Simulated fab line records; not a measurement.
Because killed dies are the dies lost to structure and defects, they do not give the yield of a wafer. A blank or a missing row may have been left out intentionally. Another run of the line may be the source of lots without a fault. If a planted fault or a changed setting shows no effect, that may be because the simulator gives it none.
fab line records	flow n5_finfet
[record] lots = 7	wafers = 21	last_day = 19
route steps=1938 shown BEOL_M0_SAQP@655 BEOL_M4@1111
lots that met no fault: from a run of the same line without faults
start_h: hours from the record's first day to the start of the lot's first wafer shown	wait_h: time in hours since the lot's previous step	" as in the row above	L1.1+2: a single row standing in for several wafers	- either no value or no given start	* or withheld: withheld	< > ~ a bound
route shown NAME@n: a module of which the file shows steps, and the number in the route of the first	usual: the fault-free wafers' mean and standard deviation	same: alike in all rows	chamber/n: place in a boat	sites: readings site by site	_std_site: their standard deviation	_edge_site: the outer-site mean with the inner-site mean subtracted	radius_mm: how far each site lies from the wafer's centre	mask NAME#n: copy n	behind: the tool/chamber that last shaped the wafer	hold: why the lot was held/for how many hours/how that ended	device: the transistor (n, p or np) that didn't switch	end of line: the route-end tests of the same wafers	for a step that has no rows: nothing shown but its recipe	killed: the dies lost at the first sort to structure and to defects; this is not the yield of the wafer	map: shows each die of a wafer: x if killed, . if not, _ if none is there
set.NAME: the setting the step ran with; set.NAME@STEP: the setting that earlier step ran with	model.NAME: the simulator's own value behind a step, which no gauge read
certain route steps with their lots: each step a table, each wafer a row
services: when a tool's chamber went out of use (start_h, in hours from the record's first day, below 0 if earlier), for how many hours, and the reason
[[steps]]
[step N5_BEOL_M0_SAQP_STRIP_80]
[recipe] chemistry = N2/H2	temp_c = 40	n2_flow_sccm = 200	h2_flow_sccm = 200	rf_frequency_hz = 6e+07
[step N5_BEOL_M0_SAQP_HM_OPEN_112]
[recipe] chemistry = CHF3/O2	target = SiO2	stop_on = a-Si	target_depth_a = 120	over_etch_frac = 1.25	mask_material = SOC	time_s = 13.5	pressure_mtorr = 30	source_w = 650	bias_w = 170	Ar_flow_sccm = 200	CHF3_flow_sccm = 50	O2_flow_sccm = 5	ion_energy_ev = 200	ends = end_point
[step N5_BEOL_M0_SAQP_STRIP_113]
[recipe] chemistry = CHF3/O2	resist = SiARC	rf_frequency_hz = 6e+07
[step N5_BEOL_M0_SAQP_MANDREL_ETCH_20]
[recipe] target_depth_a = 600	chemistry = HBr/Cl2	target = a-Si	stop_on = SiNx	bt_time_s = 10	mask_material = SOC	over_etch_frac = 0.5	time_s = 30	pressure_mtorr = 10	icp_w = 800	bias_w = 75	HBr_flow_sccm = 150	Cl2_flow_sccm = 80	ends = end_point
[usual] drypump_motor_current_A = 5.8/0.43	he_backside_leak_sccm = 2.74/0.26	mfc_cl2_sccm = 80.00/0.24	oes_product_au = 0.775/0.0098	throttle_valve_pct = 35.46/0.19
lot.wafer	tool	chamber	start_h	wait_h	drypump_motor_current_A	he_backside_leak_sccm	mfc_cl2_sccm	oes_product_au	rf_hours_counter_h	throttle_valve_pct
L618.1	rie_si-02	0	121.79	0.0	5.7	3.09	80.12	0.779	44	35.50
L618.2	"	1	"	"	6.4	2.50	79.71	0.767	57	35.87
L618.5	"	3	"	"	5.8	2.50	79.99	0.769	-	35.43
L625.2	rie_si-02	1	161.83	0.0	6.4	2.36	80.28	0.777	58	35.85
L625.3	"	2	"	"	4.9	2.75	79.75	0.765	31	35.40
L625.6	"	2	"	"	4.9	2.71	79.94	0.764	-	35.38
L634.1	rie_si-06	1	214.73	0.0	5.4	2.96	79.62	0.779	2	35.60
L634.2	"	3	"	"	6.2	2.73	80.28	0.770	62	35.05
L634.3	"	0	"	"	5.9	2.74	80.15	0.778	9	35.23
L635.1	rie_si-06	3	221.05	0.0	6.2	2.68	80.49	0.769	62	35.02
L635.4	"	1	"	"	5.4	2.85	80.20	0.781	2	35.55
L635.6	"	2	"	"	5.3	3.04	80.01	0.786	-	35.52
L636.4	rie_si-02	3	227.80	0.0	5.8	2.38	80.17	0.774	128	35.44
L636.5	"	2	"	"	4.9	2.73	79.78	0.782	-	35.37
L636.6	"	3	"	"	5.8	2.34	80.19	0.769	-	35.45
L638.2	rie_si-02	0	244.53	0.0	5.8	3.12	79.98	0.778	47	35.50
L638.3	"	2	"	"	4.9	2.64	80.06	0.766	33	35.38
L638.4	"	1	"	"	6.3	2.33	79.75	0.774	59	35.86
L639.2	rie_si-06	0	250.79	0.0	5.9	2.81	80.40	0.790	10	35.23
L639.4	"	2	"	"	5.2	3.26	80.00	0.787	88	35.52
L639.6	"	2	"	"	5.2	3.09	79.74	0.789	-	35.52
[step N5_BEOL_M0_SAQP_STRIP_86]
[recipe] chemistry = N2/H2	power_w = 500	temp_c = 40	pressure_mtorr = 50	rf_frequency_hz = 6e+07	overash_fraction = 0.3	bias_power_w = 28	h2_frac = 0.5	n2_flow_sccm = 300	h2_flow_sccm = 300
[usual] drypump_motor_current_A = 5.6/0.45	n2_flow_sccm = 299.9/0.81	oes_product_au = 0.76/0.069	rf_vpp_V = 122.0/1.4	showerhead_plenum_p_Torr = 3.37/0.089	throttle_valve_pct = 19.0/0.41
lot.wafer	tool	chamber	start_h	wait_h	drypump_motor_current_A	n2_flow_sccm	oes_product_au	rf_hours_counter_h	rf_vpp_V	showerhead_plenum_p_Torr	throttle_valve_pct
L618.1	rie_diel-02	0	121.89	0.1	5.1	300.3	0.71	176	123.0	3.46	19.4
L618.2	"	3	"	"	5.6	301.6	0.69	242	120.8	3.32	19.3
L618.5	"	0	"	"	5.1	299.4	0.71	-	123.6	3.46	19.4
L625.2	rie_diel-05	1	162.15	0.3	5.6	300.6	0.71	207	124.9	3.47	18.8
L625.3	"	2	"	"	6.2	300.0	0.82	55	120.7	3.44	18.5
L625.6	"	1	"	"	5.7	299.3	0.70	-	123.5	3.47	18.8
L634.1	rie_diel-06	3	214.83	0.1	5.7	300.1	0.70	191	124.3	3.47	19.0
L634.2	"	2	"	"	5.6	300.2	0.74	184	124.2	3.48	19.4
L634.3	"	1	"	"	6.5	299.3	0.66	234	121.9	3.34	19.3
L635.1	rie_diel-05	0	221.15	0.1	5.2	299.8	0.84	91	120.0	3.23	18.0
L635.4	"	2	"	"	6.2	300.9	0.83	68	122.4	3.43	18.6
L635.6	"	3	"	"	5.1	299.4	0.66	-	119.7	3.29	19.5
L636.4	rie_diel-02	3	227.92	0.1	5.7	299.4	0.93	-	121.7	3.31	18.9
L636.5	"	1	"	"	5.7	299.3	0.84	-	124.3	3.29	18.8
L636.6	"	2	"	"	6.0	299.6	0.75	-	122.4	3.35	18.8
L638.2	rie_diel-06	2	244.63	0.1	5.6	298.9	0.72	192	122.6	3.47	19.4
L638.3	"	1	"	"	6.5	298.3	0.66	242	121.4	3.33	19.3
L638.4	"	3	"	"	5.7	299.6	0.71	199	121.4	3.46	19.0
L639.2	rie_diel-06	2	250.88	0.1	5.6	300.0	0.73	193	122.4	3.47	19.4
L639.4	"	3	"	"	5.7	299.4	0.70	200	122.9	3.46	19.0
L639.6	"	2	"	"	5.7	299.8	0.73	-	123.4	3.47	19.4
[step N5_BEOL_M0_SAQP_STRIP_115]
[recipe] chemistry = post_etch_residue_remover	time_s = 60	temp_c = 25	remover_ph = withheld	remover_water_wt_pct = withheld	remover_fluoride_wt_pct = withheld
[step N5_BEOL_M0_SAQP_SRD_93]
[recipe] dry = ipa_marangoni	time_s = 30	temp_c = 23	rinse_liquid = diw
[step N5_BEOL_M0_SAQP_RECESS_114]
[recipe] chemistry = HF/NH3	target = SiO2	target_depth_a = 144	afs_cycles = 3	temp_c = 30	sublimation_temp_c = 180	sublimation_time_s = 60
[step N5_BEOL_M0_SAQP_SPACER1_ALD_98]
[recipe] material = SiO2	target_thk_a = 128	temp_c = 300	ald_precursor_family = BDEAS	ald_co_reactant = O2-plasma	pulse_time_s = 1	purge_time_s = 2	co_reactant_purge_time_s = 2	ald_cycles = 138	pressure_torr = 2
[usual] heater_power_w = 486/64	precursor_pulse_height_rel = 1.000/0.018
lot.wafer	tool	chamber	start_h	wait_h	heater_power_w	precursor_pulse_height_rel
L618.1	ald_sin-01	2	122.41	0.3	474	1.009
L618.2	"	0	"	"	445	1.037
L618.5	"	2	"	"	461	1.012
L625.2	ald_sin-01	2	162.66	0.3	469	1.003
L625.3	"	3	"	"	472	0.993
L625.6	"	0	"	"	437	0.943
L634.1	ald_sin-01	1	215.47	0.4	534	1.017
L634.2	"	3	"	"	478	0.992
L634.3	"	2	"	"	460	1.001
L635.1	ald_sin-03	0	221.88	0.3	526	1.015
L635.4	"	2	"	"	495	1.012
L635.6	"	1	"	"	415	1.009
L636.4	ald_sin-02	1	228.41	0.1	435	1.000
L636.5	"	2	"	"	640	1.059
L636.6	"	1	"	"	421	1.017
L638.2	ald_sin-03	2	245.14	0.3	502	1.015
L638.3	"	0	"	"	537	0.981
L638.4	"	3	"	"	467	0.999
L639.2	ald_sin-03	2	251.48	0.3	487	1.008
L639.4	"	3	"	"	461	1.005
L639.6	"	1	"	"	425	0.982
[step N5_BEOL_M0_SAQP_SPACER1_ETCHBACK_99]
[recipe] chemistry = CHF3/O2	mode = anisotropic_etchback	target = SiO2	target_depth_a = 154	time_s = 7.7	pressure_mtorr = 30	source_w = 650	bias_w = 170	Ar_flow_sccm = 200	CHF3_flow_sccm = 50	O2_flow_sccm = 5	ion_energy_ev = 200
[step N5_BEOL_M0_SAQP_MANDREL1_REMOVE_100]
[recipe] chemistry = HBr/Cl2/O2	bt_time_s = 10	target = a-Si	stop_on = SiNx	endpoint = OES-SiCl	over_etch_frac = 0.85	icp_w = 600	bias_w = 30	HBr_flow_sccm = 150	Cl2_flow_sccm = 80	O2_flow_sccm = 5	pressure_mtorr = 10
[usual] drypump_motor_current_A = 5.9/0.36	he_backside_leak_sccm = 2.73/0.25	mfc_cl2_sccm = 79.97/0.23	oes_product_au = 0.999/0.015	throttle_valve_pct = 36.73/0.19
lot.wafer	tool	chamber	start_h	wait_h	drypump_motor_current_A	he_backside_leak_sccm	mfc_cl2_sccm	oes_product_au	rf_hours_counter_h	throttle_valve_pct
L618.1	rie_si-01	1	122.97	0.1	5.8	3.03	80.05	1.012	86	36.75
L618.2	"	3	"	"	6.3	2.71	79.84	0.991	34	36.75
L618.5	"	3	"	"	6.3	2.63	79.73	0.998	-	36.75
L625.2	rie_si-02	1	163.22	0.1	6.4	2.28	80.11	1.003	58	37.15
L625.3	"	0	"	"	5.8	3.10	80.02	0.996	45	36.74
L625.6	"	0	"	"	5.8	3.08	80.03	1.004	-	36.76
L634.1	rie_si-02	1	216.04	0.1	6.3	2.54	80.41	0.999	59	37.17
L634.2	"	0	"	"	5.7	3.11	79.87	0.998	46	36.76
L634.3	"	3	"	"	5.8	2.35	80.10	0.983	128	36.71
L635.1	rie_si-01	2	222.45	0.1	6.2	2.74	79.79	0.985	144	36.91
L635.4	"	3	"	"	6.3	2.74	79.99	0.991	36	36.75
L635.6	"	3	"	"	6.3	2.68	79.97	0.990	-	36.74
L636.4	rie_si-02	0	228.97	0.1	5.8	2.98	79.65	0.993	47	36.75
L636.5	"	3	"	"	5.8	2.14	80.11	0.961	-	36.72
L636.6	"	2	"	"	4.9	2.73	80.22	0.976	-	36.64
L638.2	rie_si-01	1	245.97	0.1	5.8	3.15	79.95	1.005	88	36.74
L638.3	"	2	"	"	6.2	2.79	79.80	0.994	145	36.92
L638.4	"	3	"	"	6.3	2.84	79.79	0.994	36	36.75
L639.2	rie_si-06	1	252.09	0.1	5.4	2.89	79.34	1.009	2	36.80
L639.4	"	0	"	"	5.9	2.65	80.16	1.004	10	36.48
L639.6	"	2	"	"	5.2	3.00	80.08	1.030	-	36.79
[step N5_BEOL_M0_SAQP_CD_MEAS_25]
[recipe] target_cd_nm = 13.1	landing_energy_ev = 1000	detector = se_inlens
[usual] cd_nm = 12.83/0.22
lot.wafer	tool	chamber	start_h	wait_h	cd_nm
L618.1	cd_sem-02	0	123.08	0.1	13.00
L618.2	"	0	"	"	13.34
L618.5	"	0	"	"	12.85
L625.2	cd_sem-03	0	163.33	0.1	12.88
L625.3	"	0	"	"	12.74
L625.6	"	0	"	"	12.72
L634.1	cd_sem-02	0	216.15	0.1	12.47
L634.2	"	0	"	"	12.80
L634.3	"	0	"	"	12.84
L635.1	cd_sem-01	0	222.56	0.1	13.10
L635.4	"	0	"	"	12.89
L635.6	"	0	"	"	13.08
L636.4	cd_sem-03	0	229.09	0.1	12.97
L636.5	"	0	"	"	12.83
L636.6	"	0	"	"	12.96
L638.2	cd_sem-03	0	246.08	0.1	12.76
L638.3	"	0	"	"	12.45
L638.4	"	0	"	"	12.97
L639.2	cd_sem-03	0	252.20	0.1	12.72
L639.4	"	0	"	"	12.65
L639.6	"	0	"	"	12.90
[step N5_BEOL_M0_SAQP_ETCH_101]
[recipe] chemistry = CH3F/O2	target = SiNx	mask_material = SiO2	target_depth_a = 299	time_s = 42.7	pressure_mtorr = 30	source_w = 395	bias_w = 73	Ar_flow_sccm = 150	CH3F_flow_sccm = 30	O2_flow_sccm = 20	ion_energy_ev = 120
[usual] drypump_motor_current_A = 5.6/0.43	oes_product_au = 0.77/0.073	rf_vpp_V = 298/5.3	showerhead_plenum_p_Torr = 2.01/0.057	throttle_valve_pct = 16.40/0.21
lot.wafer	tool	chamber	start_h	wait_h	drypump_motor_current_A	oes_product_au	rf_hours_counter_h	rf_vpp_V	showerhead_plenum_p_Torr	throttle_valve_pct	model.etch.depth_nm
L618.1	rie_diel-06	0	123.34	0.3	5.1	0.82	94	307	1.95	16.58	30.3
L618.2	"	2	"	"	5.6	0.75	160	296	2.10	16.43	29.74
L618.5	"	1	"	"	6.5	0.69	-	301	1.97	16.37	29.83
L625.2	rie_diel-06	2	163.37	0.0	5.6	0.76	171	297	2.09	16.45	30
L625.3	"	0	"	"	5.2	0.81	105	305	1.95	16.59	30.26
L625.6	"	1	"	"	6.5	0.69	-	301	1.96	16.39	29.93
L634.1	rie_diel-06	0	216.37	0.2	5.2	0.66	119	307	1.94	16.61	21.6
L634.2	"	2	"	"	5.6	0.61	184	298	2.09	16.46	21.33
L634.3	"	1	"	"	6.5	0.56	235	300	1.96	16.38	21.34
L635.1	rie_diel-06	2	222.60	0.0	5.6	0.60	186	298	2.09	16.48	21.18
L635.4	"	0	"	"	5.2	0.65	120	306	1.94	16.60	21.65
L635.6	"	2	"	"	5.6	0.61	-	297	2.09	16.46	21.29
L636.4	rie_diel-06	3	229.12	0.0	5.6	0.59	195	297	2.06	16.49	20.93
L636.5	"	0	"	"	5.1	0.65	-	305	1.94	16.63	21.66
L636.6	"	3	"	"	5.6	0.58	-	295	2.06	16.51	20.59
L638.2	rie_diel-05	2	246.12	0.0	6.2	0.83	76	308	2.02	16.06	30.38
L638.3	"	0	"	"	5.2	0.82	98	290	1.95	16.14	29.95
L638.4	"	3	"	"	5.1	0.97	2	299	1.98	16.30	29.79
L639.2	rie_diel-02	1	252.24	0.0	5.6	0.81	68	289	1.93	16.35	29.16
L639.4	"	3	"	"	5.6	0.92	19	296	1.94	16.08	30.92
L639.6	"	3	"	"	5.7	0.92	-	294	1.94	16.06	31.06
[step N5_BEOL_M0_SAQP_ETCH_102]
[recipe] chemistry = CF4	target = SiO2	target_depth_a = 40	ion_energy_ev = 350	time_s = 4.4	pressure_mtorr = 10	icp_w = 800	bias_w = 400	cf4_flow_sccm = 80
[usual] drypump_motor_current_A = 5.8/0.45	he_backside_leak_sccm = 2.7/0.41	oes_product_au = 0.994/0.019	throttle_valve_pct = 21.78/0.15
lot.wafer	tool	chamber	start_h	wait_h	drypump_motor_current_A	he_backside_leak_sccm	oes_product_au	rf_hours_counter_h	throttle_valve_pct
L618.1	rie_si-02	0	123.45	0.1	5.7	3.0	1.004	44	21.71
L618.2	"	2	"	"	4.9	2.8	0.973	31	21.84
L618.5	"	0	"	"	5.8	3.1	1.008	-	21.67
L625.2	rie_si-01	1	163.48	0.1	5.8	5.3	1.027	86	21.87
L625.3	"	0	"	"	5.7	2.5	0.970	94	21.57
L625.6	"	1	"	"	5.8	3.2	1.021	-	21.87
L634.1	rie_si-06	1	216.47	0.1	5.3	2.9	0.388	2	21.80
L634.2	"	0	"	"	5.9	2.6	0.388	9	21.48
L634.3	"	2	"	"	5.2	3.2	0.383	87	21.33
L635.1	rie_si-02	1	222.71	0.1	6.4	2.4	0.378	59	21.64
L635.4	"	2	"	"	4.9	2.8	0.377	33	21.65
L635.6	"	3	"	"	5.8	2.3	0.366	-	21.54
L636.4	rie_si-01	0	229.23	0.1	5.8	2.3	0.378	96	21.38
L636.5	"	1	"	"	5.8	2.7	0.390	-	21.67
L636.6	"	0	"	"	5.8	2.5	0.376	-	21.38
L638.2	rie_si-06	3	246.23	0.1	6.2	2.9	1.019	62	21.60
L638.3	"	2	"	"	5.2	3.2	0.995	88	21.52
L638.4	"	0	"	"	5.8	2.5	1.011	10	21.68
L639.2	rie_si-02	0	252.34	0.1	5.7	2.9	0.994	47	21.69
L639.4	"	2	"	"	4.9	2.7	0.973	33	21.84
L639.6	"	0	"	"	5.7	2.9	1.010	-	21.68
[step N5_BEOL_M0_SAQP_MANDREL_ETCH_103]
[recipe] chemistry = HBr/Cl2	target = a-Si	target_depth_a = 450	bt_time_s = 10	stop_on = SiCN	mask_material = SiO2	over_etch_frac = 0.8	time_s = 27	pressure_mtorr = 10	icp_w = 800	bias_w = 75	HBr_flow_sccm = 150	Cl2_flow_sccm = 80	ends = end_point
[usual] drypump_motor_current_A = 5.8/0.45	he_backside_leak_sccm = 2.70/0.3	mfc_cl2_sccm = 79.97/0.24	oes_product_au = 0.682/0.0095	throttle_valve_pct = 35.47/0.19
lot.wafer	tool	chamber	start_h	wait_h	drypump_motor_current_A	he_backside_leak_sccm	mfc_cl2_sccm	oes_product_au	rf_hours_counter_h	throttle_valve_pct
L618.1	rie_si-02	0	123.48	0.0	5.8	3.02	79.82	0.696	44	35.50
L618.2	"	2	"	"	5.0	2.73	79.84	0.668	31	35.38
L618.5	"	0	"	"	5.8	2.92	79.94	0.695	-	35.49
L625.2	rie_si-01	1	163.51	0.0	5.8	3.01	79.74	0.681	86	35.48
L625.3	"	0	"	"	5.8	2.43	79.78	0.676	94	35.39
L625.6	"	1	"	"	5.9	3.06	80.11	0.678	-	35.47
L634.1	rie_si-06	1	216.51	0.0	5.4	2.95	79.85	0.693	2	35.56
L634.2	"	0	"	"	5.9	2.77	79.01	0.681	9	35.21
L634.3	"	2	"	"	5.2	3.10	79.80	0.686	87	35.51
L635.1	rie_si-02	1	222.74	0.0	6.4	2.42	79.84	0.672	59	35.88
L635.4	"	2	"	"	4.9	4.75	80.05	0.682	33	35.37
L635.6	"	3	"	"	5.8	2.53	79.63	0.672	-	35.45
L636.4	rie_si-01	0	229.26	0.0	5.7	2.54	79.93	0.688	96	35.37
L636.5	"	1	"	"	5.9	2.91	80.25	0.699	-	35.46
L636.6	"	0	"	"	5.8	2.52	79.76	0.687	-	35.37
L638.2	rie_si-06	3	246.27	0.0	6.2	2.76	79.65	0.684	62	35.00
L638.3	"	2	"	"	5.2	3.13	79.74	0.689	88	35.52
L638.4	"	0	"	"	5.9	2.52	80.35	0.700	10	35.17
L639.2	rie_si-02	0	252.38	0.0	5.8	2.78	80.14	0.691	47	35.50
L639.4	"	2	"	"	4.9	2.78	80.30	0.683	33	35.36
L639.6	"	0	"	"	5.8	2.78	80.24	0.707	-	35.48
[step N5_BEOL_M4_RC_MEAS_101]
[usual] DIBL_N = 36.5/1.9	DIBL_P = 36.4/2.2	IOFF_N = 0.17/0.034	IOFF_P = 0.21/0.036	ION_N = 678/12	ION_P = 462/7.1	SS_N = 71.7/0.61	SS_P = 73.4/0.71	VT_N = 249/3.5	VT_P = -251/3
lot.wafer	tool	chamber	start_h	wait_h	DIBL_N[mV/V]	DIBL_P[mV/V]	IOFF_N[nA/um]	IOFF_P[nA/um]	ION_N[uA/um]	ION_P[uA/um]	SS_N[mV/dec]	SS_P[mV/dec]	VT_N[mV]	VT_P[mV]
L618.1	prober-02	0	204.20	0.0	40.9	40.2	0.25	0.27	689	463	71.9	74.5	244	-248
L618.2	"	0	"	"	36.2	34.5	0.14	0.18	667	456	71.7	72.2	250	-254
L618.5	"	0	"	"	37.3	37.4	0.17	0.21	678	456	71.7	73.2	248	-253
L625.2	prober-01	0	250.03	0.2	38.1	37.9	0.17	0.21	663	458	72.2	73.1	252	-248
L625.3	"	0	"	"	39.3	40.2	0.21	0.26	692	477	72.7	73.7	245	-249
L625.6	"	0	"	"	38.5	39.6	0.20	0.23	696	466	72.0	73.6	246	-251
L635.1	prober-01	0	297.96	0.0	38.3	40.4	0.22	0.26	690	464	72.9	74.2	246	-249
L635.4	"	0	"	"	39.2	41.2	0.25	0.26	698	466	73.2	74.2	243	-249
L635.6	"	0	"	"	37.7	39.8	0.20	0.23	685	468	73.0	73.7	248	-250
L634.1	prober-01	0	307.10	0.0	33.9	34.5	0.13	0.16	677	457	71.3	73.2	256	-256
L634.2	"	0	"	"	35.0	36.1	0.15	0.18	666	455	71.2	74.0	251	-254
L634.3	"	0	"	"	30.1	30.3	0.09	0.12	664	455	70.3	71.6	258	-260
L636.4	prober-01	0	319.05	0.5	39.7	40.1	0.23	0.30	694	468	72.2	74.4	246	-245
L636.5	"	0	"	"	36.0	35.4	0.16	0.21	690	459	71.7	73.3	250	-249
L636.6	"	0	"	"	39.2	39.5	0.22	0.29	694	471	73.3	74.6	245	-248
L638.2	prober-01	0	334.01	0.2	38.2	38.9	0.22	0.23	683	458	72.1	74.4	244	-248
L638.3	"	0	"	"	37.7	37.7	0.19	0.20	680	456	71.4	73.8	246	-250
L638.4	"	0	"	"	32.8	32.9	0.12	0.15	671	462	70.5	71.9	251	-255
L639.2	prober-01	0	347.86	0.2	34.2	32.5	0.13	0.18	671	463	71.7	73.3	252	-253
L639.4	"	0	"	"	35.5	34.0	0.16	0.20	673	467	70.7	74.2	249	-252
L639.6	"	0	"	"	35.3	33.4	0.15	0.18	683	462	71.6	73.3	251	-252
[[services]]
tool	chamber	start_h	hours	kind
ald_sin-01	0	99.23	18.9	repair
ald_sin-01	1	101.50	-	clean
ald_sin-01	2	101.50	-	clean
ald_sin-01	3	101.50	-	clean
ald_sin-01	2	105.64	5.0	repair
rie_diel-02	0	110.40	10.7	repair
rie_diel-02	-	134.86	0.7	repair
ald_sin-01	0	135.09	3.7	repair
ald_sin-03	1	147.19	7.9	repair
rie_diel-02	3	147.66	-	clean
rie_diel-02	3	147.66	-	consumable_replace:focus_ring
rie_diel-02	3	147.66	33.6	scheduled_down
rie_diel-02	3	147.66	33.6	vent_cycle
rie_si-01	1	167.47	8.7	repair
ald_sin-02	1	169.32	4.6	repair
rie_si-02	1	185.99	5.2	repair
rie_si-06	-	197.51	14.6	pm
rie_diel-02	3	205.74	6.4	repair
rie_diel-02	0	207.35	34.2	repair
ald_sin-03	3	222.60	5.0	repair
rie_diel-05	3	225.33	-	clean
rie_diel-05	3	225.33	-	consumable_replace:focus_ring
rie_si-02	-	229.38	2.8	pm
rie_si-02	3	234.04	5.1	repair
[[key]]
[first_sign] step = N5_BEOL_M0_SAQP_ETCH_101	reading = oes_product_au	direction = down	sigmas = 2.1	usual = 0.77	struck = 0.61
[effect] step = N5_BEOL_M0_SAQP_ETCH_102	reading = oes_product_au	direction = down	sigmas = 32	usual = 0.994	struck = 0.380
[model_effect] step = N5_BEOL_M0_SAQP_ETCH_101	value = etch.depth_nm	without = 29.58	struck = 21.29
met_at N5_BEOL_M0_SAQP_ETCH_101
struck_wafers L634.1,L634.2,L634.3,L635.1,L635.4,L635.6,L636.4,L636.5,L636.6
rows_end L635.1,L635.4,L635.6,L636.4,L636.5,L636.6
onset_between 163.37 216.37
[fault] kind = process_parameter_drift	tool = rie_diel-06	chamber = -	onset_h = 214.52	steps = N5_BEOL_M0_SAQP_ETCH_101	channel = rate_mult	offset = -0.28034	shape = step
// rows_end: these wafers met a further fault down the route, and their rows from its step on are left out
